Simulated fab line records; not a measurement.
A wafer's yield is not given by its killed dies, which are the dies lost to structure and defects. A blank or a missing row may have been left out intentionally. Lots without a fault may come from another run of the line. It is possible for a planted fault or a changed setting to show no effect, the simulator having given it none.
fab line records	flow nandHarc	part 1 of 2: steps 1 to 4 of 6
[record] lots = 22	wafers = 66	lastDay = 33
route steps=1302 shown A_STAIRCASE@703
lots untouched by any fault: they come from a run of this same line in which no faults occurred
startH: hours from the record's first day to the start of the lot's first wafer shown	waitH: how many hours have passed since the lot's step before this one	" identical to the entry in the row above	L1.1+2: a row that stands for several wafers	- no value, or no start was given	* or withheld: withheld	< > ~ a bound
route shown NAME@n: a module of which the file shows steps, and the number in the route of the first	usual: mean and standard deviation over wafers with no fault	same: alike in all rows	chamber/n: place in a boat	sites: the reading at each site	_std_site: standard deviation of those values	_edge_site: mean of outer sites minus mean of inner sites	radiusMm: for every site, how far away it sits from the centre of the wafer	mask NAME#n: copy n	behind: the most recent tool/chamber to have shaped the wafer	hold: what put the lot on hold/how long, in hours/how the hold closed	device: the n, p or np transistor that did not switch	end of line: the tests these same wafers got at the end of their route	a step given without rows: its recipe and nothing more	killed: count of dies lost to structure and defects at first sort (not the wafer's yield)	map: shows each die of a wafer: x if killed, . if not, _ if none is there
set.NAME: the run value of the setting; set.NAME@STEP: its run value at that earlier step	model.NAME: the simulator's own value behind a step, which no gauge read
steps of the route over a sample of lots; a table a step, a row a wafer
services: from which hour (startH, from the record's first day; less than 0 if before it) a tool's chamber was out of use, for how many hours, and why
[[steps]]
[step NHARC_A_STAIRCASE_TRIM_189]
[recipe] timeS = 211.2	o2FlowSccm = 500	arFlowSccm = 0	biasW = 0	chemistry = O2
[usual] drypumpMotorCurrentA = 5.7/0.36	oesProductAu = 0.999/0.0067	rfVppV = 57.7/0.87	showerheadPlenumPTorr = 3.46/0.16	throttleValvePct = 17.037/0.0087
lot.wafer	tool	chamber	startH	waitH	drypumpMotorCurrentA	oesProductAu	rfHoursCounterH	rfVppV	showerheadPlenumPTorr	throttleValvePct
L074.1	rieDiel-07	1	-	-	5.7	0.999	13	57.5	3.45	17.035
L074.3	"	3	"	"	5.4	1.007	14	58.3	3.53	17.040
L074.6	"	1	"	"	5.7	0.990	-	57.6	3.45	17.031
L076.2	rieDiel-04	3	-	-	6.3	0.999	6	58.1	3.50	17.037
L076.3	"	1	"	"	5.7	1.009	5	58.3	3.81	17.032
L076.4	"	2	"	"	5.7	0.997	6	59.3	3.54	17.025
L075.3	rieDiel-07	0	-	-	5.4	0.994	24	56.9	3.28	17.040
L075.6	"	0	"	"	5.5	0.995	-	57.9	3.28	17.057
L075.5	"	1	"	"	5.7	1.002	-	57.3	3.44	17.031
L077.3	rieDiel-04	3	-	-	6.3	1.002	10	57.4	3.50	17.040
L077.4	"	0	"	"	5.6	0.992	9	57.6	3.29	17.020
L077.5	"	3	"	"	6.3	0.994	-	58.1	3.50	17.027
L078.2	rieDiel-12	3	-	-	5.8	0.986	46	57.2	3.41	17.048
L078.3	"	1	"	"	5.2	1.000	33	58.9	3.46	17.034
L078.6	"	3	"	"	5.7	0.991	-	56.6	3.41	17.041
L079.1	rieDiel-07	3	-	-	5.5	0.996	38	56.6	3.52	17.029
L079.2	"	0	"	"	5.5	1.001	37	55.4	3.27	17.040
L079.6	"	1	"	"	5.7	0.990	-	58.7	3.43	17.037
L080.1	rieDiel-04	1	-	-	5.7	1.004	17	57.4	3.80	17.041
L080.4	"	2	"	"	5.7	0.988	19	58.5	3.53	17.039
L080.5	"	1	"	"	5.8	1.006	-	58.4	3.80	17.032
L081.1	rieDiel-12	0	-	-	6.6	0.995	46	57.5	3.36	17.037
L081.4	"	1	"	"	5.2	0.986	40	57.7	3.45	17.025
L081.6	"	0	"	"	6.6	0.994	-	56.5	3.36	17.029
L082.2	rieDiel-04	0	-	-	5.6	1.002	20	56.5	3.28	17.039
L082.5	"	0	"	"	5.6	1.007	-	56.3	3.28	17.037
L082.6	"	1	"	"	5.8	1.008	-	59.4	3.79	17.049
L083.2	rieDiel-07	3	-	-	5.5	0.995	50	57.0	3.51	17.048
L083.4	"	0	"	"	5.5	0.998	48	57.9	3.27	17.041
L083.6	"	0	"	"	5.5	0.997	-	57.2	3.27	17.022
L084.3	rieDiel-07	1	-	-	5.7	0.994	54	58.5	3.42	17.048
L084.4	"	3	"	"	5.5	0.996	51	58.6	3.51	17.025
L084.5	"	1	"	"	5.7	0.994	-	56.8	3.42	17.048
L086.3	rieDiel-04	1	-	-	5.7	1.007	40	59.3	3.79	17.017
L086.2	"	0	"	"	5.6	0.996	33	57.6	3.28	17.041
L086.4	"	1	"	"	5.7	1.003	-	59.0	3.78	17.052
L088.3	rieDiel-07	3	-	-	5.4	1.009	9	58.5	3.50	17.035
L088.4	"	0	"	"	5.5	0.992	9	59.4	3.80	17.035
L088.6	"	3	"	"	5.4	1.013	-	56.8	3.50	17.039
L089.4	rieDiel-12	3	-	-	5.8	1.002	19	57.9	3.39	17.033
L089.5	"	2	"	"	6.1	1.010	-	57.7	3.34	17.048
L089.6	"	3	"	"	5.7	0.991	-	58.3	3.39	17.032
L091.3	rieDiel-07	3	-	-	5.5	0.994	13	58.3	3.50	17.052
L091.2	"	1	"	"	5.7	0.999	13	57.2	3.42	17.036
L091.5	"	0	"	"	5.5	1.005	-	58.8	3.80	17.037
L090.1	rieDiel-12	3	-	-	5.7	1.003	23	56.8	3.39	17.049
L090.4	"	0	"	"	6.6	0.995	23	56.1	3.34	17.050
L090.6	"	2	"	"	6.1	1.006	-	58.7	3.34	17.034
L092.4	rieDiel-12	0	-	-	6.6	1.008	34	57.9	3.34	17.037
L092.3	"	1	"	"	5.2	1.002	32	57.8	3.43	17.036
L092.5	"	2	"	"	6.1	0.996	-	56.7	3.34	17.046
L093.3	rieDiel-12	3	-	-	5.8	0.996	33	57.6	3.39	17.033
L093.1	"	1	"	"	5.2	0.992	34	58.8	3.43	17.030
L093.2	"	2	"	"	6.1	1.004	31	58.0	3.34	17.035
L094.2	rieDiel-04	0	-	-	5.6	1.007	9	58.2	3.80	17.033
L094.3	"	1	"	"	5.8	0.999	8	59.2	3.77	17.034
L094.5	"	0	"	"	5.6	1.003	-	59.6	3.80	17.033
L095.3	rieDiel-12	0	-	-	6.6	1.002	44	57.0	3.33	17.035
L095.5	"	0	"	"	6.6	1.003	-	58.1	3.33	17.026
L095.6	"	1	"	"	5.2	0.997	-	56.7	3.43	17.043
L097.3	rieDiel-07	1	-	-	5.7	0.994	32	57.7	3.41	17.030
L097.5	"	2	"	"	5.4	0.988	-	57.3	3.33	17.035
L097.6	"	3	"	"	5.4	1.004	-	57.0	3.49	17.040
L096.3	rieDiel-07	0	-	-	5.4	0.997	34	58.9	3.79	17.031
L096.2	"	1	"	"	5.7	1.010	32	56.8	3.41	17.041
L096.6	"	0	"	"	5.4	1.009	-	57.7	3.79	17.032
[step NHARC_A_STAIRCASE_ETCH_194]
[recipe] targetDepthA = 1000	timeS = 40.5	ionEnergyEv = 400	c4f8FlowSccm = 20	o2FlowSccm = 10	arFlowSccm = withheld	rfW = 600	biasW = 1000	chemistry = C4F8/O2
[usual] oesProductAu = 0.943/0.011	rfFwdPowerW = 592/3.3	rfVppV = 893/5.8
lot.wafer	tool	chamber	startH	waitH	oesProductAu	rfFwdPowerW	rfHoursCounterH	rfVppV
L074.3	rieDiel-07	3	-	-	0.960	588	15	895
L074.1	"	0	"	"	0.954	593	14	889
L074.6	"	1	"	"	0.948	594	-	893
L076.2	rieDiel-04	3	-	-	0.945	585	6	896
L076.4	"	0	"	"	0.941	593	5	888
L076.3	"	1	"	"	0.948	593	5	907
L075.3	rieDiel-07	1	-	-	0.928	598	26	892
L075.5	"	0	"	"	0.942	592	-	887
L075.6	"	1	"	"	0.933	597	-	892
L077.3	rieDiel-04	2	-	-	0.939	590	11	896
L077.4	"	0	"	"	0.948	594	10	888
L077.5	"	1	"	"	0.952	589	-	905
L078.3	rieDiel-12	1	-	-	0.948	590	33	893
L078.2	"	2	"	"	0.935	588	39	890
L078.6	"	2	"	"	0.951	586	-	889
L079.1	rieDiel-07	0	-	-	0.953	594	37	886
L079.2	"	2	"	"	0.940	591	39	889
L079.6	"	3	"	"	0.955	588	-	895
L080.4	rieDiel-04	0	-	-	0.948	594	18	887
L080.1	"	2	"	"	0.934	592	19	896
L080.5	"	3	"	"	0.956	586	-	894
L081.4	rieDiel-12	3	-	-	0.923	590	53	892
L081.1	"	0	"	"	0.919	592	46	889
L081.6	"	3	"	"	0.926	596	-	891
L082.2	rieDiel-04	1	-	-	0.948	590	25	907
L082.5	"	3	"	"	0.951	592	-	894
L082.6	"	0	"	"	0.944	591	-	887
L083.4	rieDiel-07	1	-	-	0.945	596	53	892
L083.2	"	3	"	"	0.940	586	50	895
L083.6	"	1	"	"	0.948	594	-	893
L084.3	rieDiel-07	3	-	-	0.933	589	51	896
L084.4	"	1	"	"	0.951	596	54	893
L084.5	"	3	"	"	0.936	590	-	897
L086.3	rieDiel-04	1	-	-	0.926	591	41	905
L086.2	"	3	"	"	0.909	585	41	894
L086.4	"	3	"	"	0.927	586	-	894
L088.4	rieDiel-07	3	-	-	0.954	587	9	894
L088.3	"	0	"	"	0.954	588	9	907
L088.6	"	2	"	"	0.949	592	-	888
L089.4	rieDiel-12	0	-	-	0.960	595	21	889
L089.6	"	1	"	"	0.949	592	-	892
L089.5	"	2	"	"	0.945	588	-	890
L091.2	rieDiel-07	0	-	-	0.926	593	14	905
L091.3	"	3	"	"	0.941	586	13	896
L091.5	"	3	"	"	0.924	589	-	894
L090.1	rieDiel-12	0	-	-	0.959	593	23	889
L090.4	"	3	"	"	0.950	595	23	891
L090.6	"	1	"	"	0.942	595	-	894
L092.3	rieDiel-12	2	-	-	0.929	587	30	889
L092.4	"	0	"	"	0.939	594	35	889
L092.5	"	3	"	"	0.936	594	-	890
L093.1	rieDiel-12	0	-	-	0.945	595	36	889
L093.3	"	1	"	"	0.939	595	35	892
L093.2	"	3	"	"	0.959	594	34	890
L094.2	rieDiel-04	2	-	-	0.947	590	9	895
L094.3	"	3	"	"	0.939	585	9	894
L094.5	"	0	"	"	0.946	591	-	906
L095.3	rieDiel-12	1	-	-	0.929	590	43	891
L095.5	"	0	"	"	0.956	597	-	890
L095.6	"	1	"	"	0.944	589	-	892
L097.3	rieDiel-07	3	-	-	0.942	589	33	894
L097.6	"	0	"	"	0.946	595	-	905
L097.5	"	1	"	"	0.934	595	-	891
L096.3	rieDiel-07	2	-	-	0.960	594	29	889
L096.2	"	3	"	"	0.947	589	33	894
L096.6	"	1	"	"	0.952	600	-	889
[step NHARC_A_STAIRCASE_TRIM_198]
[recipe] timeS = 211.2	o2FlowSccm = 500	arFlowSccm = 0	biasW = 0	chemistry = O2
[usual] drypumpMotorCurrentA = 5.7/0.4	oesProductAu = 0.999/0.0067	rfVppV = 57.7/0.94	showerheadPlenumPTorr = 3.46/0.16	throttleValvePct = 17.037/0.0098
lot.wafer	tool	chamber	startH	waitH	drypumpMotorCurrentA	oesProductAu	rfHoursCounterH	rfVppV	showerheadPlenumPTorr	throttleValvePct
L074.3	rieDiel-07	0	-	-	5.4	1.006	14	55.8	3.29	17.045
L074.1	"	1	"	"	5.7	0.993	13	58.2	3.45	17.032
L074.6	"	1	"	"	5.7	0.998	-	56.3	3.45	17.041
L076.4	rieDiel-04	3	-	-	6.3	0.992	6	56.9	3.50	17.041
L076.3	"	0	"	"	5.6	1.004	5	56.5	3.29	17.025
L076.2	"	1	"	"	5.7	0.998	5	59.4	3.80	17.042
L075.3	rieDiel-04	3	-	-	6.4	0.999	7	57.4	3.50	17.039
L075.6	"	3	"	"	6.3	1.005	-	58.0	3.50	17.032
L075.5	"	0	"	"	5.6	0.999	-	58.2	3.29	17.047
L077.3	rieDiel-04	2	-	-	5.7	0.996	11	58.3	3.53	17.037
L077.4	"	3	"	"	6.3	0.995	11	59.0	3.50	17.022
L077.5	"	3	"	"	6.3	0.999	-	56.9	3.50	17.028
L078.2	rieDiel-12	3	-	-	5.8	0.999	46	56.3	3.41	17.024
L078.3	"	1	"	"	5.2	0.993	33	58.2	3.46	17.050
L078.6	"	1	"	"	5.1	0.998	-	58.6	3.46	17.038
L079.1	rieDiel-12	1	-	-	5.2	0.990	38	55.5	3.46	17.046
L079.2	"	3	"	"	5.8	0.999	50	57.9	3.41	17.021
L079.6	"	1	"	"	5.1	0.985	-	57.6	3.46	17.036
L080.1	rieDiel-04	0	-	-	5.6	1.005	18	55.8	3.28	17.037
L080.4	"	1	"	"	5.7	1.015	18	58.4	3.80	17.030
L080.5	"	0	"	"	5.6	0.997	-	56.4	3.28	17.023
L081.1	rieDiel-12	2	-	-	6.0	0.992	46	56.2	3.36	17.031
L081.4	"	3	"	"	5.8	1.007	53	57.1	3.41	17.034
L081.6	"	0	"	"	6.6	1.004	-	58.0	3.36	17.052
L082.2	rieDiel-12	0	-	-	6.6	0.995	52	58.8	3.35	17.045
L082.6	"	1	"	"	5.2	0.988	-	56.3	3.45	17.036
L082.5	"	0	"	"	6.6	0.995	-	58.0	3.35	17.027
L083.2	rieDiel-07	1	-	-	5.7	0.996	54	56.7	3.42	17.049
L083.4	"	2	"	"	5.4	0.991	56	57.1	3.35	17.044
L083.6	"	0	"	"	5.5	0.999	-	57.6	3.27	17.027
L084.4	rieDiel-07	3	-	-	5.5	1.007	51	58.6	3.51	17.033
L084.3	"	1	"	"	5.7	0.998	55	57.9	3.42	17.042
L084.5	"	0	"	"	5.4	0.995	-	57.4	3.27	17.038
L086.2	rieDiel-07	3	-	-	5.5	0.996	0	56.7	3.51	17.026
L086.4	"	0	"	"	5.4	0.991	0	57.5	3.81	17.052
L086.3	"	2	"	"	5.4	0.994	0	57.4	3.35	17.019
L088.3	rieDiel-07	2	-	-	5.4	1.001	9	55.5	3.34	17.033
L088.4	"	1	"	"	5.7	1.005	9	58.1	3.42	17.044
L088.6	"	3	"	"	5.5	0.993	-	57.1	3.50	17.039
L089.4	rieDiel-12	2	-	-	6.1	1.000	22	57.1	3.34	17.038
L089.5	"	1	"	"	5.2	0.999	-	58.8	3.44	17.028
L089.6	"	2	"	"	6.1	1.001	-	56.9	3.34	17.024
L091.2	rieDiel-07	1	-	-	5.7	1.001	14	57.2	3.42	17.032
L091.3	"	0	"	"	5.4	0.998	14	59.2	3.80	17.032
L091.5	"	1	"	"	5.7	1.001	-	58.8	3.42	17.025
L090.4	rieDiel-12	0	-	-	6.6	0.998	24	56.4	3.34	17.037
L090.1	"	2	"	"	6.1	1.002	26	57.8	3.34	17.036
L090.6	"	1	"	"	5.2	0.999	-	58.2	3.44	17.051
L092.4	rieDiel-12	3	-	-	5.8	1.007	33	58.4	3.39	17.046
L092.3	"	2	"	"	6.1	1.007	30	57.2	3.34	17.039
L092.5	"	3	"	"	5.7	1.016	-	57.1	3.39	17.028
L093.3	rieDiel-04	1	-	-	5.7	0.992	1	57.8	3.77	17.038
L093.1	"	2	"	"	5.7	1.002	1	58.7	3.51	17.031
L093.2	"	3	"	"	6.3	1.002	1	59.5	3.47	17.012
L094.3	rieDiel-04	0	-	-	5.6	0.999	9	60.1	3.80	17.041
L094.2	"	2	"	"	5.7	1.004	9	57.3	3.51	17.047
L094.5	"	1	"	"	5.7	1.006	-	59.4	3.77	17.050
L095.3	rieDiel-12	0	-	-	6.6	1.004	45	57.2	3.33	17.030
L095.5	"	0	"	"	6.6	1.016	-	57.5	3.33	17.043
L095.6	"	1	"	"	5.2	1.003	-	57.8	3.43	17.050
L097.3	rieDiel-12	3	-	-	5.7	0.999	46	58.4	3.38	17.031
L097.6	"	2	"	"	6.1	1.003	-	58.0	3.33	17.038
L097.5	"	3	"	"	5.7	1.011	-	56.8	3.38	17.033
L096.2	rieDiel-07	2	-	-	5.4	1.002	29	58.7	3.33	17.030
L096.3	"	3	"	"	5.5	0.994	33	57.7	3.49	17.032
L096.6	"	3	"	"	5.5	1.006	-	58.2	3.49	17.053
[step NHARC_A_STAIRCASE_TRIM_200]
[recipe] timeS = 211.2	o2FlowSccm = 500	arFlowSccm = 0	biasW = 0	chemistry = O2
[usual] drypumpMotorCurrentA = 5.7/0.37	oesProductAu = 0.999/0.0082	rfVppV = 57.6/1	showerheadPlenumPTorr = 3.46/0.15	throttleValvePct = 17.034/0.01
lot.wafer	tool	chamber	startH	waitH	drypumpMotorCurrentA	oesProductAu	rfHoursCounterH	rfVppV	showerheadPlenumPTorr	throttleValvePct
L074.3	rieDiel-07	2	-	-	5.4	0.998	14	58.1	3.37	17.030
L074.1	"	0	"	"	5.5	0.994	15	57.4	3.29	17.005
L074.6	"	2	"	"	5.4	0.993	-	56.6	3.37	17.050
L076.2	rieDiel-04	3	-	-	6.3	0.996	6	57.6	3.50	17.027
L076.4	"	0	"	"	5.6	1.007	5	58.0	3.29	17.025
L076.3	"	2	"	"	5.7	0.996	7	58.1	3.54	17.044
L075.3	rieDiel-04	3	-	-	6.3	0.995	7	57.5	3.50	17.013
L075.6	"	0	"	"	5.6	1.009	-	57.0	3.29	17.040
L075.5	"	1	"	"	5.7	1.006	-	58.0	3.80	17.038
L077.4	rieDiel-04	2	-	-	5.7	0.998	11	57.6	3.53	17.041
L077.3	"	0	"	"	5.6	1.004	10	56.3	3.29	17.048
L077.5	"	2	"	"	5.6	0.996	-	58.7	3.53	17.047
L078.3	rieDiel-12	1	-	-	5.2	0.995	33	58.1	3.46	17.027
L078.2	"	2	"	"	6.1	0.990	39	56.8	3.36	17.048
L078.6	"	2	"	"	6.1	0.986	-	55.0	3.36	17.024
L079.2	rieDiel-12	3	-	-	5.8	0.996	50	56.1	3.41	17.038
L079.1	"	1	"	"	5.2	0.994	38	59.1	3.46	17.030
L079.6	"	2	"	"	6.0	1.003	-	58.6	3.36	17.022
L080.1	rieDiel-04	2	-	-	5.7	0.986	19	57.2	3.53	17.036
L080.4	"	1	"	"	5.7	0.993	18	58.2	3.80	17.027
L080.5	"	3	"	"	6.3	0.997	-	57.6	3.49	17.030
L081.4	rieDiel-12	1	-	-	5.2	0.990	41	57.4	3.45	17.039
L081.1	"	2	"	"	6.1	0.992	46	59.2	3.36	17.036
L081.6	"	1	"	"	5.2	0.985	-	57.4	3.45	17.026
L082.2	rieDiel-12	1	-	-	5.2	0.995	46	58.3	3.45	17.040
L082.5	"	1	"	"	5.2	0.990	-	58.6	3.45	17.038
L082.6	"	3	"	"	5.8	1.000	-	57.4	3.40	17.044
L083.2	rieDiel-07	2	-	-	5.4	0.986	56	57.4	3.35	17.035
L083.4	"	3	"	"	5.5	0.998	51	56.8	3.51	17.043
L083.6	"	1	"	"	5.7	1.003	-	56.0	3.42	17.032
L084.4	rieDiel-07	2	-	-	5.4	0.993	57	57.8	3.35	17.042
L084.3	"	3	"	"	5.5	1.001	51	58.1	3.51	17.028
L084.5	"	2	"	"	5.4	0.990	-	57.7	3.35	17.032
L086.4	rieDiel-07	2	-	-	5.4	0.992	0	56.6	3.35	17.033
L086.2	"	3	"	"	5.5	1.003	0	58.9	3.51	17.034
L086.3	"	0	"	"	5.5	0.983	0	58.4	3.81	17.048
L088.3	rieDiel-07	2	-	-	5.4	1.002	9	58.7	3.34	17.043
L088.4	"	3	"	"	5.5	1.006	10	57.7	3.50	17.045
L088.6	"	1	"	"	5.7	1.010	-	58.3	3.42	17.063
L089.4	rieDiel-12	3	-	-	5.7	1.010	20	57.1	3.39	17.024
L089.5	"	0	"	"	6.6	1.012	-	56.4	3.34	17.044
L089.6	"	1	"	"	5.2	0.989	-	58.7	3.44	17.050
L091.3	rieDiel-07	3	-	-	5.5	1.003	13	56.9	3.50	17.018
L091.2	"	1	"	"	5.7	1.005	14	56.9	3.42	17.030
L091.5	"	1	"	"	5.7	1.002	-	57.8	3.42	17.039
L090.1	rieDiel-12	1	-	-	5.2	0.975	23	58.5	3.44	17.036
L090.4	"	2	"	"	6.1	0.998	26	57.0	3.34	17.033
L090.6	"	3	"	"	5.7	1.000	-	57.7	3.39	17.033
L092.4	rieDiel-12	2	-	-	6.1	1.005	30	57.2	3.34	17.031
L092.3	"	1	"	"	5.2	1.008	33	54.6	3.43	17.027
L092.5	"	2	"	"	6.1	1.008	-	56.0	3.34	17.038
L093.2	rieDiel-04	3	-	-	6.3	0.998	2	57.1	3.47	17.045
L093.1	"	0	"	"	5.6	0.999	2	57.2	3.81	17.038
L093.3	"	1	"	"	5.8	1.003	2	56.9	3.77	17.041
L094.2	rieDiel-04	2	-	-	5.7	0.988	9	55.4	3.51	17.026
L094.3	"	0	"	"	5.6	1.003	9	58.1	3.80	17.039
L094.5	"	1	"	"	5.7	1.000	-	57.0	3.77	17.006
L095.3	rieDiel-12	2	-	-	6.1	0.995	38	55.4	3.33	17.036
L095.6	"	2	"	"	6.1	1.012	-	57.4	3.33	17.025
L095.5	"	3	"	"	5.8	1.001	-	57.1	3.38	17.032
L097.3	rieDiel-12	3	-	-	5.8	1.000	46	58.0	3.38	17.039
L097.6	"	2	"	"	6.1	1.010	-	56.3	3.33	17.046
L097.5	"	3	"	"	5.8	0.994	-	56.9	3.38	17.027
L096.3	rieDiel-07	1	-	-	5.7	0.999	33	58.0	3.41	17.033
L096.2	"	2	"	"	5.4	0.989	29	55.3	3.33	17.049
L096.6	"	1	"	"	5.7	0.996	-	55.9	3.41	17.041
